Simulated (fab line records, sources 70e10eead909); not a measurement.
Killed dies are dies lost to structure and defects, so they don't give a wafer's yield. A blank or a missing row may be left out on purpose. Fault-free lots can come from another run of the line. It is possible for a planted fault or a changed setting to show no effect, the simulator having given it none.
Which tool did it? + flow nand_harc + 72 wafers from 24 lots sampled at 4 of the route's 1302 steps

WHAT THE GAUGES SHOWED, per wafer
NHARC_A_CONTACT_CD_MEAS_69 targets a cd of 300 nm. Usual: cd_nm 300.0 nm, standard deviation 0.52.
| lot  | measured     | on        | cd_nm (nm)        | flag |
|------|--------------|-----------|-------------------|------|
| L076 | day 22 12:39 | cd_sem-01 | 300.2 300.3 300.0 |      |
| L074 | day 22 13:32 | cd_sem-01 | 300.6 299.9 300.7 |      |
| L075 | day 22 16:41 | cd_sem-03 | 299.0 299.6 300.1 |      |
| L077 | day 23 00:44 | cd_sem-01 | 299.9 300.4 300.3 |      |
| L078 | day 23 23:44 | cd_sem-03 | 300.6 300.2 300.3 |      |
| L079 | day 24 02:58 | cd_sem-03 | 299.6 299.1 299.6 |      |
| L080 | day 25 02:49 | cd_sem-02 | 298.7 299.9 299.5 |      |
| L081 | day 25 20:59 | cd_sem-01 | 300.4 301.3 300.9 |      |
| L082 | day 26 00:26 | cd_sem-03 | 300.6 300.2 299.8 |      |
| L083 | day 26 02:14 | cd_sem-02 | 300.1 300.2 300.5 |      |
| L084 | day 26 10:52 | cd_sem-03 | 299.7 300.0 299.3 |      |
| L086 | day 26 18:28 | cd_sem-02 | 299.9 300.1 299.9 |      |
| L085 | day 27 03:19 | cd_sem-03 | 300.2 299.4 300.6 |      |
| L087 | day 27 03:29 | cd_sem-01 | 300.0 299.8 300.3 |      |
| L089 | day 28 05:57 | cd_sem-03 | 299.7 300.2 299.8 |      |
| L088 | day 28 06:20 | cd_sem-01 | 300.2 300.0 300.9 |      |
| L091 | day 28 23:25 | cd_sem-01 | 299.3 300.4 299.6 |      |
| L090 | day 29 06:16 | cd_sem-02 | 300.2 299.4 301.0 |      |
| L092 | day 29 20:52 | cd_sem-02 | 300.7 301.1 300.5 |      |
| L094 | day 30 11:07 | cd_sem-03 | 300.0 299.9 300.5 |      |
| L093 | day 30 20:34 | cd_sem-01 | 299.2 298.7 299.5 |      |
| L096 | day 30 23:53 | cd_sem-03 | 300.1 300.1 300.6 |      |
| L095 | day 31 02:17 | cd_sem-01 | 299.1 299.2 300.8 |      |
| L097 | day 32 03:32 | cd_sem-01 | 299.0 299.9 299.2 |      |

WHAT TOOL EACH LOT RAN ON (gives the tool, then ch and the chambers of the sampled wafers, and finally the start)
| lot  | NHARC_A_CONTACT_ETCH_50                       | NHARC_A_CONTACT_ETCH_117             | NHARC_A_CONTACT_ETCH_118             |
|------|-----------------------------------------------|--------------------------------------|--------------------------------------|
| L076 | rie_diel-08 ch 0,1, day 22 05:34 or earlier   | har_cap_etch-03 ch 0,1, day 22 05:34 | har_cap_etch-03 ch 0,1, day 22 05:43 |
| L074 | rie_diel-02 ch 1,2,3, day 22 06:23 or earlier | har_cap_etch-02 ch 0,1, day 22 06:23 | har_cap_etch-02 ch 0,1, day 22 06:33 |
| L075 | rie_diel-08 ch 1,2,3, day 22 09:34 or earlier | har_cap_etch-03 ch 0,1, day 22 09:34 | har_cap_etch-03 ch 0,1, day 22 09:44 |
| L077 | rie_diel-03 ch 1,2,3, day 22 16:38 or earlier | har_cap_etch-02 ch 0,1, day 22 16:38 | har_cap_etch-02 ch 0,1, day 22 16:49 |
| L078 | rie_diel-03 ch 0,1,2, day 23 14:06 or earlier | har_cap_etch-01 ch 0,1, day 23 14:06 | har_cap_etch-01 ch 0,1, day 23 14:20 |
| L079 | rie_diel-08 ch 0,2, day 23 18:10 or earlier   | har_cap_etch-03 ch 0,1, day 23 18:10 | har_cap_etch-03 ch 0,1, day 23 18:20 |
| L080 | rie_diel-08 ch 0,2,3, day 24 19:09 or earlier | har_cap_etch-01 ch 0,1, day 24 19:09 | har_cap_etch-01 ch 0,1, day 24 19:19 |
| L081 | rie_diel-02 ch 0,1,3, day 25 13:18 or earlier | har_cap_etch-02 ch 0,1, day 25 13:18 | har_cap_etch-02 ch 0,1, day 25 13:28 |
| L082 | rie_diel-08 ch 0,1,2, day 25 14:49 or earlier | har_cap_etch-01 ch 0,1, day 25 14:49 | har_cap_etch-01 ch 0,1, day 25 14:59 |
| L083 | rie_diel-08 ch 0,1,3, day 25 18:54 or earlier | har_cap_etch-02 ch 0,1, day 25 18:54 | har_cap_etch-02 ch 0,1, day 25 19:04 |
| L084 | rie_diel-08 ch 0,2,3, day 26 01:15 or earlier | har_cap_etch-01 ch 0,1, day 26 01:15 | har_cap_etch-01 ch 0,1, day 26 01:25 |
| L086 | rie_diel-08 ch 1,2, day 26 06:02 or earlier   | har_cap_etch-01 ch 0,1, day 26 06:02 | har_cap_etch-01 ch 0,1, day 26 06:13 |
| L085 | rie_diel-02 ch 1,2,3, day 26 14:01 or earlier | har_cap_etch-03 ch 0,1, day 26 14:01 | har_cap_etch-03 ch 0,1, day 26 14:11 |
| L087 | rie_diel-08 ch 0,2, day 26 14:55 or earlier   | har_cap_etch-02 ch 0,1, day 26 14:55 | har_cap_etch-02 ch 0,1, day 26 15:06 |
| L089 | rie_diel-08 ch 0,2,3, day 27 22:50 or earlier | har_cap_etch-02 ch 0,1, day 27 22:50 | har_cap_etch-02 ch 0,1, day 27 23:01 |
| L088 | rie_diel-02 ch 1,2,3, day 27 23:13 or earlier | har_cap_etch-03 ch 0,1, day 27 23:13 | har_cap_etch-03 ch 0,1, day 27 23:23 |
| L091 | rie_diel-03 ch 0,2,3, day 28 16:08 or earlier | har_cap_etch-03 ch 0,1, day 28 16:08 | har_cap_etch-03 ch 0,1, day 28 16:19 |
| L090 | rie_diel-08 ch 1,2, day 28 17:52 or earlier   | har_cap_etch-02 ch 0,1, day 28 17:52 | har_cap_etch-02 ch 0,1, day 28 18:02 |
| L092 | rie_diel-08 ch 0,1,3, day 29 13:40 or earlier | har_cap_etch-03 ch 0,1, day 29 13:40 | har_cap_etch-03 ch 0,1, day 29 13:50 |
| L094 | rie_diel-02 ch 0,3, day 30 03:56 or earlier   | har_cap_etch-03 ch 1, day 30 03:56   | har_cap_etch-03 ch 1, day 30 04:07   |
| L093 | rie_diel-03 ch 0,1,2, day 30 11:45 or earlier | har_cap_etch-01 ch 0,1, day 30 11:45 | har_cap_etch-01 ch 0,1, day 30 11:55 |
| L096 | rie_diel-08 ch 1,2, day 30 16:37 or earlier   | har_cap_etch-02 ch 0,1, day 30 16:37 | har_cap_etch-02 ch 0,1, day 30 16:47 |
| L095 | rie_diel-03 ch 0,1,2, day 30 18:29 or earlier | har_cap_etch-01 ch 0,1, day 30 18:29 | har_cap_etch-01 ch 0,1, day 30 18:39 |
| L097 | rie_diel-08 ch 0,1,2, day 31 17:09 or earlier | har_cap_etch-02 ch 0,1, day 31 17:09 | har_cap_etch-02 ch 0,1, day 31 17:19 |
- NHARC_A_CONTACT_ETCH_50: etches the open film in CF4/CHF3, target depth 121 nm, time 60.5 s.
- NHARC_A_CONTACT_ETCH_117: etches the open film in C4F8/O2/Ar, time 190 s, target depth 1850 nm.
- NHARC_A_CONTACT_ETCH_118: etches the open film in C4F8/O2/Ar, time 190 s, target depth 1850 nm.

WHAT THE TOOLS THEMSELVES READ (means of the sampled wafers that have a number; where no wafer has one, the mark that the record gives instead)
NHARC_A_CONTACT_ETCH_50. Usual: drypump_motor_current_A 5.8 A, standard deviation 0.37; oes_product_au 0.946 a.u., standard deviation 0.022; rf_vpp_V 369.9 V, standard deviation 1.9; showerhead_plenum_p_Torr 1.55 Torr, standard deviation 0.049; throttle_valve_pct 16.802 %, standard deviation 0.0088.
| lot  | tool        | drypump_motor_current_A (A) | oes_product_au (a.u.) | rf_vpp_V (V) | showerhead_plenum_p_Torr (Torr) | throttle_valve_pct (%) | flag |
|------|-------------|-----------------------------|-----------------------|--------------|---------------------------------|------------------------|------|
| L076 | rie_diel-08 | 5.9                         | 0.971                 | 369.1        | 1.53                            | 16.804                 |      |
| L074 | rie_diel-02 | 5.4                         | 0.923                 | 371.3        | 1.59                            | 16.795                 |      |
| L075 | rie_diel-08 | 6.0                         | 0.962                 | 368.5        | 1.53                            | 16.800                 |      |
| L077 | rie_diel-03 | 5.5                         | 0.924                 | 371.6        | 1.60                            | 16.803                 |      |
| L078 | rie_diel-03 | 5.8                         | 0.916                 | 371.7        | 1.61                            | 16.798                 |      |
| L079 | rie_diel-08 | 5.9                         | 0.967                 | 370.0        | 1.53                            | 16.801                 |      |
| L080 | rie_diel-08 | 6.0                         | 0.960                 | 369.9        | 1.53                            | 16.803                 |      |
| L081 | rie_diel-02 | 5.5                         | 0.937                 | 371.9        | 1.59                            | 16.802                 |      |
| L082 | rie_diel-08 | 5.9                         | 0.973                 | 368.5        | 1.53                            | 16.796                 |      |
| L083 | rie_diel-08 | 6.0                         | 0.936                 | 368.8        | 1.53                            | 16.801                 |      |
| L084 | rie_diel-08 | 6.0                         | 0.931                 | 368.3        | 1.53                            | 16.802                 |      |
| L086 | rie_diel-08 | 5.9                         | 0.916                 | 368.6        | 1.54                            | 16.801                 |      |
| L085 | rie_diel-02 | 5.4                         | 0.946                 | 371.1        | 1.58                            | 16.794                 |      |
| L087 | rie_diel-08 | 6.0                         | 0.935                 | 369.4        | 1.54                            | 16.791                 |      |
| L089 | rie_diel-08 | 6.0                         | 0.972                 | 369.6        | 1.52                            | 16.798                 |      |
| L088 | rie_diel-02 | 5.4                         | 0.922                 | 369.8        | 1.57                            | 16.794                 |      |
| L091 | rie_diel-03 | 5.6                         | 0.965                 | 370.4        | 1.55                            | 16.795                 |      |
| L090 | rie_diel-08 | 5.9                         | 0.960                 | 370.1        | 1.53                            | 16.796                 |      |
| L092 | rie_diel-08 | 5.9                         | 0.952                 | 368.9        | 1.52                            | 16.815                 |      |
| L094 | rie_diel-02 | 5.2                         | 0.966                 | 368.4        | 1.53                            | 16.802                 |      |
| L093 | rie_diel-03 | 5.8                         | 0.932                 | 370.8        | 1.60                            | 16.804                 |      |
| L096 | rie_diel-08 | 5.9                         | 0.971                 | 368.9        | 1.53                            | 16.802                 |      |
| L095 | rie_diel-03 | 5.8                         | 0.914                 | 372.1        | 1.60                            | 16.816                 |      |
| L097 | rie_diel-08 | 5.9                         | 0.968                 | 368.4        | 1.53                            | 16.799                 |      |

NHARC_A_CONTACT_ETCH_117. Usual: oes_air_line_au 0.998 a.u., standard deviation 0.02.
| lot  | tool            | oes_air_line_au (a.u.) | flag |
|------|-----------------|------------------------|------|
| L076 | har_cap_etch-03 | 0.996                  |      |
| L074 | har_cap_etch-02 | 1.018                  |      |
| L075 | har_cap_etch-03 | 0.996                  |      |
| L077 | har_cap_etch-02 | 0.992                  |      |
| L078 | har_cap_etch-01 | 0.994                  |      |
| L079 | har_cap_etch-03 | 0.998                  |      |
| L080 | har_cap_etch-01 | 0.997                  |      |
| L081 | har_cap_etch-02 | 0.984                  |      |
| L082 | har_cap_etch-01 | 0.993                  |      |
| L083 | har_cap_etch-02 | 0.986                  |      |
| L084 | har_cap_etch-01 | 0.973                  |      |
| L086 | har_cap_etch-01 | 1.008                  |      |
| L085 | har_cap_etch-03 | 0.999                  |      |
| L087 | har_cap_etch-02 | 1.004                  |      |
| L089 | har_cap_etch-02 | 0.998                  |      |
| L088 | har_cap_etch-03 | 1.033                  |      |
| L091 | har_cap_etch-03 | 0.996                  |      |
| L090 | har_cap_etch-02 | 0.965                  |      |
| L092 | har_cap_etch-03 | 0.987                  |      |
| L094 | har_cap_etch-03 | 0.986                  |      |
| L093 | har_cap_etch-01 | 1.002                  |      |
| L096 | har_cap_etch-02 | 0.997                  |      |
| L095 | har_cap_etch-01 | 0.976                  |      |
| L097 | har_cap_etch-02 | 0.989                  |      |

NHARC_A_CONTACT_ETCH_118. Usual: oes_air_line_au 1.002 a.u., standard deviation 0.02.
| lot  | tool            | oes_air_line_au (a.u.) | flag |
|------|-----------------|------------------------|------|
| L076 | har_cap_etch-03 | 0.994                  |      |
| L074 | har_cap_etch-02 | 0.982                  |      |
| L075 | har_cap_etch-03 | 0.996                  |      |
| L077 | har_cap_etch-02 | 1.010                  |      |
| L078 | har_cap_etch-01 | 1.001                  |      |
| L079 | har_cap_etch-03 | 1.033                  |      |
| L080 | har_cap_etch-01 | 0.998                  |      |
| L081 | har_cap_etch-02 | 1.013                  |      |
| L082 | har_cap_etch-01 | 0.996                  |      |
| L083 | har_cap_etch-02 | 1.001                  |      |
| L084 | har_cap_etch-01 | 0.982                  |      |
| L086 | har_cap_etch-01 | 1.020                  |      |
| L085 | har_cap_etch-03 | 0.999                  |      |
| L087 | har_cap_etch-02 | 0.994                  |      |
| L089 | har_cap_etch-02 | 1.001                  |      |
| L088 | har_cap_etch-03 | 1.009                  |      |
| L091 | har_cap_etch-03 | 1.008                  |      |
| L090 | har_cap_etch-02 | 0.999                  |      |
| L092 | har_cap_etch-03 | 0.994                  |      |
| L094 | har_cap_etch-03 | 1.022                  |      |
| L093 | har_cap_etch-01 | 0.998                  |      |
| L096 | har_cap_etch-02 | 1.006                  |      |
| L095 | har_cap_etch-01 | 1.024                  |      |
| L097 | har_cap_etch-02 | 1.015                  |      |

THE ANSWER, worked out from the rows above alone
Rule: lot off if the mean of its wafers having a number is beyond 3 standard deviations from the usual mean. Also off: a lot with no number at a reading for which 4 or more lots have one. All remaining lots with rows at the step are treated as sound. Order of review: gauges by route order, followed by the tools' own readings, for which a lot's mean as printed above is used. At the first step where some lot is off, the reading lying furthest off is the one used; lots without a number count as furthest.
Across all readings shown, no lot is off: no conclusion can be drawn from this.

WHAT THE SIMULATOR HAD INSERTED
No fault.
